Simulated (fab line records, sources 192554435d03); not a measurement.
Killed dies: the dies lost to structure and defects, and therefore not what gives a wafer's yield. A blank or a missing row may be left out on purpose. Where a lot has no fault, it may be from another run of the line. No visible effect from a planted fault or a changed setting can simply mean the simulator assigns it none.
Which tool was responsible? || flow n5-finfet || 9 lots with 27 wafers sampled at 2 steps, on a route of 1938 steps

## WHAT THE GAUGES READ, wafer by wafer
N5_BEOL_M2_OVL_MEAS_29.
{"lot": "L739", "measured": "day 7 16:39", "on": "overlay-02", "V1_OVL (nm)": "1.3 1.7 1.7"}
{"lot": "L745", "measured": "day 8 20:13", "on": "overlay-02", "V1_OVL (nm)": "0.3 1.0 0.6"}
{"lot": "L746", "measured": "day 9 01:41", "on": "overlay-02", "V1_OVL (nm)": "0.8 1.1 0.6"}
{"lot": "L749", "measured": "day 10 05:58", "on": "overlay-02", "V1_OVL (nm)": "-0.4 0.0 -0.3"}
{"lot": "L751", "measured": "day 10 10:41", "on": "overlay-02", "V1_OVL (nm)": "0.6 0.5 1.4"}
{"lot": "L753", "measured": "day 11 10:51", "on": "overlay-01", "V1_OVL (nm)": "0.2 1.3 0.8"}
{"lot": "L754", "measured": "day 11 13:13", "on": "overlay-01", "V1_OVL (nm)": "0.2 -0.1 0.4"}
{"lot": "L760", "measured": "day 12 15:21", "on": "overlay-02", "V1_OVL (nm)": "0.0 -1.1 -0.2"}
{"lot": "L761", "measured": "day 12 16:35", "on": "overlay-02", "V1_OVL (nm)": "0.7 0.6 0.4"}

## EACH LOT AND THE TOOL THAT RAN IT (in order: tool; ch and the chambers of the sampled wafers; start)
{"lot": "L739", "N5_BEOL_M2_ETCH_74": "rie-diel-06 ch 0,2,3, day 7 15:47"}
{"lot": "L745", "N5_BEOL_M2_ETCH_74": "rie-diel-02 ch 0,1,3, day 8 19:28"}
{"lot": "L746", "N5_BEOL_M2_ETCH_74": "rie-diel-02 ch 0,2, day 9 00:56"}
{"lot": "L749", "N5_BEOL_M2_ETCH_74": "rie-diel-03 ch 0,2,3, day 10 05:05"}
{"lot": "L751", "N5_BEOL_M2_ETCH_74": "rie-diel-03 ch 0,1,3, day 10 08:54"}
{"lot": "L753", "N5_BEOL_M2_ETCH_74": "rie-diel-02 ch 0,1,3, day 11 09:47"}
{"lot": "L754", "N5_BEOL_M2_ETCH_74": "rie-diel-06 ch 0,3, day 11 12:14"}
{"lot": "L760", "N5_BEOL_M2_ETCH_74": "rie-diel-06 ch 0,2, day 12 14:26"}
{"lot": "L761", "N5_BEOL_M2_ETCH_74": "rie-diel-06 ch 0,1, day 12 15:41"}
- N5_BEOL_M2_ETCH_74: etches underlayer in N2/H2, target depth 6.5 nm, time 5.2 s.

## THE ANSWER, worked out from the rows above alone
Rule: the lots themselves supply what counts as usual. The widest of any qualifying gaps counts: lots, ordered by their means at a reading, are off when they make up no more than a third of the lots, leave a main group of 4 or more, and stand apart from it by 3 or more times the standard deviation of that group's means. A main group is skipped when, at the precision printed for the reading in the tables above, its means are all equal. A lot without any number at a reading at which 4 lots or more have one is off too. Where the step has rows for the other lots, those lots are counted as sound.
No lot is off on any of the readings shown, so nothing can be concluded from this.

## WHAT WAS PUT IN BY THE SIMULATOR
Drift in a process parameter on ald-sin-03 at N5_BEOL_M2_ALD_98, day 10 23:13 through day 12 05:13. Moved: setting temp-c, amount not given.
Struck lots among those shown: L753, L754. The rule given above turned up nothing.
